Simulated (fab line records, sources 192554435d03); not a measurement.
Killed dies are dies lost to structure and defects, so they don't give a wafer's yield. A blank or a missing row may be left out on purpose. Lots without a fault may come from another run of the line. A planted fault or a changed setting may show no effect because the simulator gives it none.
fab line records | flow n5_finfet
record lots=24 wafers=72 last_day=18
route steps=1938 shown BEOL_M2@866
lots that met no fault: from a run of the same line without faults
start_h: hours from the record's first day to the start of the lot's first wafer shown | wait_h: hours since the lot's step before | " the same as in the row above | L1.1+2: a row that stands for several wafers | - no value, or no start given | * or withheld: withheld | < > ~ a bound
route shown NAME@n: a module of which the file shows steps, and the number in the route of the first | usual: mean/standard deviation of fault-free wafers | same: alike in all rows | chamber/n: place in a boat | sites: the reading at each site | _std_site: their standard deviation | _edge_site: outer sites' mean less inner sites' | radius_mm: how far each site lies from the wafer's centre | mask NAME#n: copy n | behind: the tool/chamber that last shaped the wafer | hold: why the lot was held/for how many hours/how that ended | device: the transistor (n, p or np) that didn't switch | end of line: the same wafers' tests at the end of the route | a step without rows: its recipe alone | killed: dies lost to structure and defects at the first sort, not the wafer's yield | map: a wafer's dies, x killed, . not, _ none there
set.NAME: the setting as run; set.NAME@STEP: as run at that earlier step | model.NAME: the simulator's own value behind a step, which no gauge read
steps of the route over a sample of lots; a table a step, a row a wafer
services: from which hour (start_h, from the record's first day; less than 0 if before it) a tool's chamber was out of use, for how many hours, and why
## steps
# step N5_BEOL_M2_CD_MEAS_18
# recipe pitch_nm=36 target_cd_nm=18
# usual cd_nm=17.9/0.4
# columns lot.wafer tool chamber start_h wait_h cd_nm
L074.1 cd_sem-03 - 131.69 0.0 17.5
L074.4 " - " " 17.9
L074.5 " - " " 18.1
L075.3 cd_sem-03 - 142.81 0.1 17.2
L075.4 " - " " 17.7
L075.6 " - " " 18.0
L076.2 cd_sem-02 - 144.78 0.1 18.0
L076.3 " - " " 17.8
L076.5 " - " " 17.5
L077.2 cd_sem-01 - 163.49 0.1 17.8
L077.3 " - " " 17.8
L077.5 " - " " 18.1
L078.1 cd_sem-02 - 164.06 0.0 17.2
L078.2 " - " " 17.4
L078.6 " - " " 17.6
L079.1 cd_sem-02 - 164.76 0.0 17.9
L079.2 " - " " 17.8
L079.5 " - " " 17.9
L080.2 cd_sem-01 - 170.52 0.1 17.4
L080.3 " - " " 17.6
L080.5 " - " " 17.8
L081.2 cd_sem-03 - 174.42 0.1 17.8
L081.5 " - " " 17.3
L081.6 " - " " 17.8
L082.1 cd_sem-01 - 179.30 0.0 18.1
L082.2 " - " " 17.3
L082.3 " - " " 18.1
L083.4 cd_sem-02 - 194.71 0.1 17.8
L083.5 " - " " 18.8
L083.6 " - " " 18.0
L085.4 cd_sem-01 - 195.31 0.1 18.2
L085.5 " - " " 17.6
L085.6 " - " " 17.2
L084.2 cd_sem-01 - 202.58 0.1 17.7
L084.3 " - " " 17.8
L084.4 " - " " 17.2
L086.2 cd_sem-02 - 205.40 0.1 18.1
L086.4 " - " " 17.5
L086.5 " - " " 17.6
L087.2 cd_sem-02 - 211.45 0.1 18.0
L087.3 " - " " 18.2
L087.6 " - " " 17.9
L090.3 cd_sem-03 - 226.91 0.1 18.8
L090.4 " - " " 17.8
L090.6 " - " " 17.8
L088.1 cd_sem-02 - 230.32 0.0 17.8
L088.3 " - " " 17.6
L088.4 " - " " 17.5
L089.3 cd_sem-01 - 230.97 0.1 17.4
L089.4 " - " " 17.7
L089.5 " - " " 17.2
L092.1 cd_sem-02 - 239.00 0.0 17.6
L092.4 " - " " 18.3
L092.6 " - " " 17.4
L091.2 cd_sem-03 - 248.24 0.1 18.2
L091.4 " - " " 18.2
L091.5 " - " " 18.0
L093.1 cd_sem-03 - 256.33 0.0 17.8
L093.2 " - " " 17.9
L093.6 " - " " 17.8
L094.2 cd_sem-01 - 256.50 0.1 18.7
L094.3 " - " " 18.5
L094.6 " - " " 18.6
L095.1 cd_sem-01 - 263.12 0.0 18.4
L095.3 " - " " 17.9
L095.5 " - " " 18.4
L096.1 cd_sem-01 - 267.88 0.0 17.7
L096.2 " - " " 18.1
L096.5 " - " " 18.3
L097.1 cd_sem-02 - 275.00 0.0 17.8
L097.2 " - " " 18.1
L097.4 " - " " 17.4
# step N5_BEOL_M2_OVL_MEAS_29
# recipe points_per_wafer=522
# usual V1_OVL=0.5/0.68
# columns lot.wafer tool chamber start_h wait_h V1_OVL[nm]
L074.1 overlay-01 0 132.04 0.0 -0.2
L074.4 " 0 " " 0.7
L074.5 " 0 " " 0.3
L075.3 overlay-01 0 143.30 0.0 -0.4
L075.4 " 0 " " -0.1
L075.6 " 0 " " -1.5
L076.2 overlay-01 0 145.13 0.0 0.7
L076.3 " 0 " " 0.2
L076.5 " 0 " " 0.5
L077.2 overlay-01 0 163.84 0.0 0.1
L077.3 " 0 " " -0.8
L077.5 " 0 " " 0.8
L078.1 overlay-01 0 164.40 0.0 1.6
L078.2 " 0 " " 1.0
L078.6 " 0 " " 0.4
L079.1 overlay-01 0 165.23 0.0 1.2
L079.2 " 0 " " 1.7
L079.5 " 0 " " 1.0
L080.2 overlay-02 0 171.00 0.0 0.0
L080.3 " 0 " " 0.1
L080.5 " 0 " " 0.9
L081.2 overlay-02 0 174.90 0.0 2.0
L081.5 " 0 " " -0.1
L081.6 " 0 " " 1.5
L082.1 overlay-02 0 179.78 0.0 0.8
L082.2 " 0 " " 1.2
L082.3 " 0 " " 0.5
L083.4 overlay-01 0 195.07 0.0 -0.7
L083.5 " 0 " " 0.9
L083.6 " 0 " " 0.9
L085.4 overlay-02 0 195.68 0.0 -0.6
L085.5 " 0 " " 0.4
L085.6 " 0 " " 1.1
L084.2 overlay-02 0 203.06 0.0 -0.6
L084.3 " 0 " " 1.1
L084.4 " 0 " " 0.3
L086.2 overlay-01 0 205.88 0.0 -0.8
L086.4 " 0 " " -0.7
L086.5 " 0 " " -0.1
L087.2 overlay-01 0 211.81 0.0 -0.1
L087.3 " 0 " " 0.8
L087.6 " 0 " " 1.0
L090.3 overlay-01 0 227.39 0.0 1.2
L090.4 " 0 " " 0.3
L090.6 " 0 " " -0.1
L088.1 overlay-02 0 230.67 0.0 -0.9
L088.3 " 0 " " 0.7
L088.4 " 0 " " 0.6
L089.3 overlay-02 0 231.33 0.0 1.5
L089.4 " 0 " " 0.6
L089.5 " 0 " " 1.5
L092.1 overlay-01 0 239.35 0.0 0.4
L092.4 " 0 " " 0.8
L092.6 " 0 " " 0.7
L091.2 overlay-02 0 248.72 0.0 0.6
L091.4 " 0 " " 0.3
L091.5 " 0 " " 0.9
L093.1 overlay-01 0 256.68 0.0 -0.5
L093.2 " 0 " " -0.7
L093.6 " 0 " " -0.8
L094.2 overlay-02 0 256.98 0.0 1.0
L094.3 " 0 " " -0.2
L094.6 " 0 " " 0.6
L095.1 overlay-02 0 263.59 0.0 1.2
L095.3 " 0 " " 1.4
L095.5 " 0 " " 1.0
L096.1 overlay-01 0 268.28 0.0 0.1
L096.2 " 0 " " 0.4
L096.5 " 0 " " -0.1
L097.1 overlay-02 0 275.47 0.0 1.5
L097.2 " 0 " " 0.6
L097.4 " 0 " " 0.2
# step N5_BEOL_M2_DESCUM_33
# recipe chemistry=O2 time_s=7 source_power_w=50 bias_power_w=20 pressure_mtorr=20 rf_frequency_hz=2.712e+07 temp_c=40 resist=CAR-EUV o2_flow_sccm=225
# usual drypump_motor_current_A=5.6/0.57 oes_product_au=0.83/0.097 rf_vpp_V=243.5/1.3 showerhead_plenum_p_Torr=2.12/0.078 throttle_valve_pct=20.40/0.24
# columns lot.wafer tool chamber start_h wait_h drypump_motor_current_A oes_product_au rf_hours_counter_h rf_vpp_V showerhead_plenum_p_Torr throttle_valve_pct
L074.1 rie_diel-02 0 132.13 0.0 5.5 0.78 112 242.8 2.08 20.10
L074.4 " 2 " " 4.7 0.80 102 244.3 2.20 20.09
L074.5 " 2 " " 4.7 0.79 - 244.8 2.20 20.10
L075.3 rie_diel-05 0 143.66 0.3 5.5 0.79 103 241.8 2.02 20.27
L075.4 " 3 " " 5.7 0.98 1 241.9 2.06 20.58
L075.6 " 1 " " 5.5 0.69 - 243.4 2.10 20.63
L076.2 rie_diel-02 3 145.22 0.0 6.5 0.72 195 242.2 2.08 20.55
L076.3 " 1 " " 5.3 0.76 161 244.9 2.10 20.31
L076.5 " 2 " " 4.7 0.80 - 245.2 2.20 20.08
L077.2 rie_diel-06 2 164.03 0.1 6.4 0.94 19 243.8 2.25 20.40
L077.3 " 1 " " 5.5 0.69 232 244.2 2.17 21.02
L077.5 " 3 " " 5.7 0.70 - 243.9 2.09 20.58
L078.1 rie_diel-06 3 164.52 0.1 5.7 0.70 247 243.9 2.09 20.56
L078.2 " 1 " " 5.5 0.69 233 244.8 2.17 21.02
L078.6 " 3 " " 5.7 0.69 - 243.3 2.09 20.56
L079.1 rie_diel-05 3 165.33 0.0 5.7 0.94 9 243.9 2.06 20.60
L079.2 " 2 " " 6.5 0.91 28 244.4 2.22 20.24
L079.5 " 0 " " 5.5 0.79 - 242.2 2.02 20.27
L080.2 rie_diel-06 2 171.09 0.0 6.4 0.94 22 246.3 2.25 20.39
L080.3 " 3 " " 5.7 0.69 249 242.4 2.09 20.57
L080.5 " 1 " " 5.6 0.69 - 243.4 2.17 21.03
L081.2 rie_diel-06 2 174.99 0.0 6.4 0.93 23 245.1 2.25 20.40
L081.5 " 1 " " 5.5 0.68 - 243.7 2.17 21.04
L081.6 " 0 " " 4.8 0.86 - 242.6 2.04 20.25
L082.1 rie_diel-06 0 179.87 0.0 4.8 0.88 49 242.5 2.04 20.25
L082.2 " 2 " " 6.4 0.93 25 245.3 2.25 20.39
L082.3 " 1 " " 5.6 0.69 239 246.0 2.17 21.04
L083.4 rie_diel-02 0 195.15 0.0 5.5 0.78 134 242.8 2.07 20.12
L083.5 " 0 " " 5.5 0.76 - 244.9 2.07 20.14
L083.6 " 3 " " 6.5 0.70 - 242.5 2.07 20.57
L085.4 rie_diel-06 2 196.03 0.3 6.4 0.90 32 246.5 2.25 20.41
L085.5 " 1 " " 5.6 0.68 - 243.9 2.17 21.05
L085.6 " 2 " " 6.4 0.90 - 244.4 2.25 20.39
L084.2 rie_diel-06 3 203.24 0.1 5.7 0.99 3 242.9 2.09 20.13
L084.3 " 2 " " 6.4 0.91 35 245.8 2.25 20.42
L084.4 " 0 " " 4.9 0.85 59 241.3 2.04 20.28
L086.2 rie_diel-06 3 207.14 1.2 5.7 0.99 4 242.5 2.09 20.16
L086.4 " 2 " " 6.4 0.91 - 244.9 2.25 20.40
L086.5 " 0 " " 4.8 0.86 - 242.5 2.04 20.27
L087.2 rie_diel-06 0 213.01 1.2 4.8 0.84 65 241.6 2.03 20.30
L087.3 " 2 " " 6.4 0.90 41 245.3 2.25 20.42
L087.6 " 3 " " 5.7 0.97 - 241.7 2.09 20.16
L090.3 rie_diel-06 0 227.47 0.0 4.9 0.84 70 242.2 2.03 20.28
L090.4 " 2 " " 6.4 0.89 - 242.9 2.24 20.42
L090.6 " 3 " " 5.7 0.95 - 243.3 2.08 20.17
L088.1 rie_diel-02 1 230.76 0.0 5.3 0.72 191 243.5 2.09 20.36
L088.3 " 0 " " 5.5 0.76 150 243.6 2.07 20.13
L088.4 " 3 " " 6.5 0.69 228 242.4 2.06 20.61
L089.3 rie_diel-06 3 231.41 0.0 5.7 0.94 16 243.4 2.08 20.16
L089.4 " 2 " " 6.4 0.88 48 244.8 2.24 20.44
L089.5 " 2 " " 6.4 0.88 - 245.5 2.24 20.42
L092.1 rie_diel-06 2 239.44 0.0 6.4 0.89 51 245.5 2.24 20.44
L092.4 " 0 " " 4.9 0.83 75 242.9 2.03 20.30
L092.6 " 3 " " 5.7 0.93 - 241.3 2.08 20.18
L091.2 rie_diel-05 1 248.95 0.2 5.4 0.99 4 244.5 2.09 20.35
L091.4 " 3 " " 5.7 0.88 34 242.6 2.05 20.64
L091.5 " 2 " " 6.5 0.86 - 243.6 2.21 20.29
L093.1 rie_diel-06 1 256.77 0.0 5.6 0.91 12 243.4 2.16 20.43
L093.2 " 2 " " 6.4 0.87 60 247.0 2.24 20.43
L093.6 " 1 " " 5.6 0.92 - 242.4 2.16 20.46
L094.2 rie_diel-05 0 257.06 0.0 5.5 0.76 135 240.6 2.01 20.31
L094.3 " 3 " " 5.7 0.86 38 242.7 2.05 20.62
L094.6 " 1 " " 5.5 0.97 - 242.2 2.09 20.34
L095.1 rie_diel-05 0 263.68 0.0 5.5 0.76 136 242.0 2.01 20.30
L095.3 " 1 " " 5.4 0.96 9 242.0 2.09 20.34
L095.5 " 2 " " 6.5 0.84 - 244.2 2.21 20.30
L096.1 rie_diel-05 1 268.45 0.1 5.4 0.96 11 242.7 2.09 20.34
L096.2 " 2 " " 6.5 0.84 61 246.1 2.20 20.29
L096.5 " 2 " " 6.4 0.85 - 244.3 2.20 20.28
L097.1 rie_diel-02 2 275.57 0.0 4.7 0.75 155 244.6 2.18 20.17
L097.2 " 1 " " 5.3 0.71 206 241.6 2.08 20.39
L097.4 " 3 " " 6.5 0.67 243 242.0 2.06 20.64
# step N5_BEOL_M2_ETCHBACK_99
# recipe chemistry=CHF3 target=SiO2 target_depth_a=50 time_s=10.4 source_w=215 bias_w=47 Ar_flow_sccm=200 CHF3_flow_sccm=12 ion_energy_ev=100 pressure_mtorr=30
# usual drypump_motor_current_A=5.7/0.53 oes_product_au=0.83/0.083 rf_vpp_V=240/5.8 showerhead_plenum_p_Torr=2.16/0.08 throttle_valve_pct=16.93/0.2
# columns lot.wafer tool chamber start_h wait_h drypump_motor_current_A oes_product_au rf_hours_counter_h rf_vpp_V showerhead_plenum_p_Torr throttle_valve_pct
L074.1 rie_diel-02 3 147.31 15.0 6.5 0.70 195 232 2.13 17.19
L074.4 " 2 " " 4.7 0.79 108 243 2.25 16.70
L074.5 " 0 " " 5.5 0.80 - 236 2.16 16.91
L075.3 rie_diel-06 1 150.77 6.9 5.5 0.69 228 230 2.22 17.54
L075.4 " 0 " " 4.8 0.89 40 246 2.07 16.70
L075.6 " 3 " " 5.7 0.69 - 238 2.11 17.00
L076.2 rie_diel-02 0 154.71 9.2 5.5 0.80 120 236 2.16 16.91
L076.3 " 1 " " 5.3 0.76 165 247 2.17 17.08
L076.5 " 1 " " 5.3 0.75 - 245 2.17 17.08
L077.2 rie_diel-05 3 164.75 0.5 5.7 0.93 8 245 2.09 16.99
L077.3 " 2 " " 6.4 0.88 27 244 2.29 16.90
L077.5 " 3 " " 5.7 0.94 - 245 2.09 16.98
L078.1 rie_diel-05 2 168.30 3.6 6.5 0.90 28 244 2.29 16.91
L078.2 " 3 " " 5.7 0.93 10 244 2.09 16.99
L078.6 " 1 " " 5.4 0.68 - 231 2.13 17.13
L079.1 rie_diel-02 1 173.08 7.6 5.3 0.75 169 245 2.17 17.09
L079.2 " 3 " " 6.5 0.70 204 231 2.12 17.18
L079.5 " 1 " " 5.3 0.75 - 247 2.17 17.08
L080.2 rie_diel-06 1 177.90 6.5 5.6 0.68 238 229 2.22 17.57
L080.3 " 0 " " 4.8 0.87 48 246 2.07 16.71
L080.5 " 0 " " 4.8 0.86 - 247 2.07 16.71
L081.2 rie_diel-05 0 185.88 10.7 5.4 0.79 114 239 2.07 16.90
L081.5 " 0 " " 5.4 0.79 - 241 2.07 16.89
L081.6 " 3 " " 5.8 0.92 - 244 2.09 16.99
L082.1 rie_diel-02 0 189.87 9.4 5.5 0.78 132 236 2.15 16.92
L082.2 " 3 " " 6.5 0.70 210 233 2.12 17.21
L082.3 " 2 " " 4.7 0.77 123 240 2.24 16.73
L083.4 rie_diel-06 3 200.75 4.4 5.7 0.97 2 240 2.11 16.55
L083.5 " 2 " " 6.4 0.90 - 249 2.27 16.80
L083.6 " 3 " " 5.7 0.98 - 239 2.11 16.53
L085.4 rie_diel-02 1 203.57 7.2 5.3 0.74 180 247 2.16 17.10
L085.5 " 1 " " 5.3 0.74 - 246 2.17 17.12
L085.6 " 2 " " 4.7 0.76 - 243 2.24 16.76
L084.2 rie_diel-06 0 206.36 2.9 4.9 0.85 60 248 2.07 16.73
L084.3 " 1 " " 5.5 0.67 250 229 2.21 17.59
L084.4 " 3 " " 5.7 0.97 4 240 2.10 16.55
L086.2 rie_diel-05 3 225.30 18.0 5.7 0.88 25 245 2.09 17.01
L086.4 " 3 " " 5.7 0.89 - 244 2.09 17.01
L086.5 " 0 " " 5.5 0.77 - 241 2.07 16.91
L087.2 rie_diel-05 2 229.85 16.5 6.5 0.85 46 245 2.29 16.94
L087.3 " 0 " " 5.4 0.78 126 239 2.07 16.91
L087.6 " 3 " " 5.7 0.88 - 244 2.09 17.03
L090.3 rie_diel-06 2 233.23 5.6 6.4 0.87 49 247 2.27 16.81
L090.4 " 0 " " 4.8 0.84 73 246 2.06 16.75
L090.6 " 0 " " 4.8 0.84 - 246 2.06 16.74
L088.1 rie_diel-02 3 233.25 2.0 6.5 0.67 229 231 2.12 17.25
L088.3 " 0 " " 5.5 0.77 151 237 2.15 16.98
L088.4 " 1 " " 5.3 0.73 192 244 2.16 17.14
L089.3 rie_diel-05 2 237.20 5.3 6.5 0.85 49 245 2.29 16.94
L089.4 " 2 " " 6.5 0.85 - 245 2.28 16.96
L089.5 " 0 " " 5.5 0.77 - 241 2.07 16.92
L092.1 rie_diel-05 2 242.97 3.3 6.5 0.84 51 245 2.28 16.95
L092.4 " 1 " " 5.4 0.99 2 232 2.12 16.73
L092.6 " 3 " " 5.7 0.88 - 244 2.09 17.04
L091.2 rie_diel-06 0 252.00 2.6 4.8 0.83 81 245 2.06 16.78
L091.4 " 1 " " 5.6 0.92 10 229 2.21 17.02
L091.5 " 0 " " 4.8 0.82 - 246 2.06 16.77
L093.1 rie_diel-06 1 258.01 1.1 5.5 0.91 13 229 2.21 17.03
L093.2 " 3 " " 5.7 0.90 27 239 2.10 16.59
L093.6 " 2 " " 6.4 0.87 - 247 2.27 16.86
L094.2 rie_diel-05 2 258.05 0.8 6.5 0.84 57 244 2.28 16.96
L094.3 " 1 " " 5.4 0.97 7 232 2.12 16.75
L094.6 " 1 " " 5.4 0.97 - 231 2.12 16.76
L095.1 rie_diel-05 2 275.90 12.0 6.5 0.83 64 245 2.28 16.97
L095.3 " 1 " " 5.4 0.95 14 231 2.12 16.74
L095.5 " 3 " " 5.7 0.86 - 245 2.08 17.05
L096.1 rie_diel-06 2 276.15 6.1 6.4 0.85 67 247 2.26 16.85
L096.2 " 0 " " 4.9 0.83 86 245 2.06 16.79
L096.5 " 1 " " 5.5 0.90 - 230 2.21 17.04
L097.1 rie_diel-05 2 280.95 3.8 6.4 0.83 66 244 2.28 16.97
L097.2 " 1 " " 5.4 0.95 16 230 2.12 16.76
L097.4 " 0 " " 5.5 0.76 143 241 2.06 16.95
# step N5_BEOL_M2_SPUTTER_79
# recipe material=Cu target_thk_a=45 temp_c=-20 chamber_pressure_pa=0.07 power_w=withheld time_s=8.29
# usual chuck_gas_flow_sccm=1.27/0.053 throttle_valve_pct=30.0/0.83
# columns lot.wafer tool chamber start_h wait_h chuck_gas_flow_sccm throttle_valve_pct
L074.1 pvd_sputter-03 - 148.96 0.1 1.25 30.3
L074.4 " - " " 1.22 30.1
L074.5 " - " " 1.28 30.2
L075.3 pvd_sputter-01 - 153.52 0.1 1.26 30.0
L075.4 " - " " 1.22 28.8
L075.6 " - " " 1.28 31.2
L076.2 pvd_sputter-01 - 156.97 0.1 1.33 30.9
L076.3 " - " " 1.28 29.9
L076.5 " - " " 1.25 31.3
L077.2 pvd_sputter-02 - 167.08 0.1 1.23 28.7
L077.3 " - " " 1.26 31.2
L077.5 " - " " 1.27 28.6
L078.1 pvd_sputter-03 - 170.31 0.1 1.23 30.5
L078.2 " - " " 1.30 29.9
L078.6 " - " " 1.26 30.4
L079.1 pvd_sputter-02 - 174.85 0.1 1.33 31.2
L079.2 " - " " 1.28 29.9
L079.5 " - " " 1.28 29.0
L080.2 pvd_sputter-01 - 181.70 0.1 1.35 31.3
L080.3 " - " " 1.35 29.2
L080.5 " - " " 1.38 29.1
L081.2 pvd_sputter-02 - 187.99 0.1 1.24 28.9
L081.5 " - " " 1.29 28.5
L081.6 " - " " 1.36 28.9
L082.1 pvd_sputter-03 - 193.29 0.1 1.27 30.6
L082.2 " - " " 1.26 29.7
L082.3 " - " " 1.23 30.1
L083.4 pvd_sputter-01 - 203.82 0.1 1.23 30.5
L083.5 " - " " 1.36 31.2
L083.6 " - " " 1.27 28.8
L085.4 pvd_sputter-02 - 205.15 0.1 1.32 28.8
L085.5 " - " " 1.23 29.9
L085.6 " - " " 1.23 31.6
L084.2 pvd_sputter-01 - 207.72 0.1 1.23 29.0
L084.3 " - " " 1.24 31.3
L084.4 " - " " 1.42 30.3
L086.2 pvd_sputter-01 - 227.18 0.1 1.19 30.3
L086.4 " - " " 1.37 31.3
L086.5 " - " " 1.22 28.9
L087.2 pvd_sputter-02 - 231.47 0.1 1.15 31.2
L087.3 " - " " 1.28 30.1
L087.6 " - " " 1.22 28.8
L090.3 pvd_sputter-03 - 235.36 0.1 1.28 29.8
L090.4 " - " " 1.24 29.9
L090.6 " - " " 1.28 29.5
L088.1 pvd_sputter-01 - 236.40 0.1 1.29 31.5
L088.3 " - " " 1.30 29.1
L088.4 " - " " 1.32 30.1
L089.3 pvd_sputter-01 - 238.82 0.1 1.34 29.0
L089.4 " - " " 1.21 31.5
L089.5 " - " " 1.29 31.3
L092.1 pvd_sputter-03 - 244.54 0.1 1.25 30.2
L092.4 " - " " 1.29 29.7
L092.6 " - " " 1.27 30.9
L091.2 pvd_sputter-03 - 253.76 0.1 1.30 30.7
L091.4 " - " " 1.23 30.1
L091.5 " - " " 1.27 30.4
L093.1 pvd_sputter-03 - 259.70 0.1 1.21 29.6
L093.2 " - " " 1.28 30.3
L093.6 " - " " 1.33 29.9
L094.2 pvd_sputter-01 - 259.77 0.1 1.29 29.0
L094.3 " - " " 1.31 30.1
L094.6 " - " " 1.30 29.2
L095.1 pvd_sputter-02 - 277.61 0.1 1.28 28.9
L095.3 " - " " 1.32 31.3
L095.5 " - " " 1.30 31.5
L096.1 pvd_sputter-01 - 277.90 0.1 1.28 28.9
L096.2 " - " " 1.29 30.3
L096.5 " - " " 1.25 28.9
L097.1 pvd_sputter-02 - 284.51 0.1 1.24 28.9
L097.2 " - " " 1.38 29.9
L097.4 " - " " 1.24 31.3
# step N5_BEOL_M2_SPUTTER_86
# recipe material=Cu target_thk_a=45 temp_c=-20 chamber_pressure_pa=0.07 power_w=withheld time_s=8.29
# usual chuck_gas_flow_sccm=1.27/0.051 throttle_valve_pct=30.0/0.82
# columns lot.wafer tool chamber start_h wait_h chuck_gas_flow_sccm throttle_valve_pct
L074.1 pvd_sputter-03 - 149.40 0.1 1.28 30.7
L074.4 " - " " 1.20 30.4
L074.5 " - " " 1.24 30.3
L075.3 pvd_sputter-01 - 153.96 0.1 1.28 30.1
L075.4 " - " " 1.27 29.1
L075.6 " - " " 1.27 31.5
L076.2 pvd_sputter-01 - 157.41 0.1 1.38 31.3
L076.3 " - " " 1.32 29.6
L076.5 " - " " 1.25 31.1
L077.2 pvd_sputter-02 - 167.52 0.1 1.34 28.8
L077.3 " - " " 1.27 31.1
L077.5 " - " " 1.27 28.4
L078.1 pvd_sputter-03 - 170.75 0.1 1.27 30.3
L078.2 " - " " 1.15 29.5
L078.6 " - " " 1.32 30.3
L079.1 pvd_sputter-02 - 175.29 0.1 1.23 31.3
L079.2 " - " " 1.36 29.6
L079.5 " - " " 1.31 29.1
L080.2 pvd_sputter-01 - 182.14 0.1 1.18 31.4
L080.3 " - " " 1.26 29.2
L080.5 " - " " 1.30 28.8
L081.2 pvd_sputter-02 - 188.43 0.1 1.23 29.0
L081.5 " - " " 1.17 28.8
L081.6 " - " " 1.23 28.8
L082.1 pvd_sputter-03 - 193.73 0.1 1.21 30.3
L082.2 " - " " 1.30 29.9
L082.3 " - " " 1.26 30.1
L083.4 pvd_sputter-01 - 204.26 0.1 1.34 30.4
L083.5 " - " " 1.36 31.2
L083.6 " - " " 1.26 28.9
L085.4 pvd_sputter-02 - 205.59 0.1 1.31 29.2
L085.5 " - " " 1.32 29.9
L085.6 " - " " 1.29 31.2
L084.2 pvd_sputter-01 - 208.16 0.1 1.32 29.0
L084.3 " - " " 1.31 31.1
L084.4 " - " " 1.29 30.4
L086.2 pvd_sputter-01 - 227.62 0.1 1.28 30.4
L086.4 " - " " 1.25 31.2
L086.5 " - " " 1.32 29.0
L087.2 pvd_sputter-02 - 231.91 0.1 1.19 31.3
L087.3 " - " " 1.23 29.9
L087.6 " - " " 1.27 28.5
L090.3 pvd_sputter-03 - 235.80 0.1 1.21 29.9
L090.4 " - " " 1.25 29.9
L090.6 " - " " 1.26 29.8
L088.1 pvd_sputter-01 - 236.84 0.1 1.24 31.4
L088.3 " - " " 1.31 29.0
L088.4 " - " " 1.31 30.2
L089.3 pvd_sputter-01 - 239.26 0.1 1.29 29.0
L089.4 " - " " 1.36 31.4
L089.5 " - " " 1.35 31.3
L092.1 pvd_sputter-03 - 244.98 0.1 1.28 30.2
L092.4 " - " " 1.24 30.0
L092.6 " - " " 1.30 30.8
L091.2 pvd_sputter-03 - 254.20 0.1 1.26 30.3
L091.4 " - " " 1.28 29.8
L091.5 " - " " 1.23 30.5
L093.1 pvd_sputter-03 - 260.14 0.1 1.14 29.9
L093.2 " - " " 1.27 30.7
L093.6 " - " " 1.29 30.1
L094.2 pvd_sputter-01 - 260.21 0.1 1.17 29.2
L094.3 " - " " 1.32 30.2
L094.6 " - " " 1.27 29.2
L095.1 pvd_sputter-02 - 278.05 0.1 1.28 28.2
L095.3 " - " " 1.29 31.1
L095.5 " - " " 1.23 31.1
L096.1 pvd_sputter-01 - 278.34 0.1 1.29 29.0
L096.2 " - " " 1.20 30.6
L096.5 " - " " 1.27 28.8
L097.1 pvd_sputter-02 - 284.95 0.1 1.16 28.8
L097.2 " - " " 1.28 29.9
L097.4 " - " " 1.26 31.2
## services
# columns tool chamber start_h hours kind
rie_diel-05 2 111.68 4.3 repair
rie_diel-05 3 123.51 - clean
rie_diel-05 3 123.51 - consumable_replace:focus_ring
rie_diel-05 3 123.51 17.8 scheduled_down
rie_diel-05 3 123.51 17.8 vent_cycle
pvd_sputter-01 - 131.79 0.9 repair
rie_diel-05 0 153.50 6.6 repair
rie_diel-06 3 172.77 - clean
rie_diel-06 3 172.77 - consumable_replace:focus_ring
rie_diel-06 3 172.77 22.0 scheduled_down
rie_diel-06 3 172.77 22.0 vent_cycle
rie_diel-05 - 198.73 14.6 pm
rie_diel-06 1 206.72 - clean
rie_diel-06 1 206.72 - consumable_replace:focus_ring
rie_diel-06 1 206.72 22.6 scheduled_down
rie_diel-06 1 206.72 22.6 vent_cycle
rie_diel-05 1 216.85 - clean
rie_diel-05 1 216.85 - consumable_replace:focus_ring
rie_diel-05 0 231.06 1.6 repair
rie_diel-06 - 236.71 0.9 repair
rie_diel-06 0 252.51 12.0 repair
rie_diel-02 3 262.99 5.7 repair
rie_diel-02 - 271.93 0.3 repair
## key
fault none
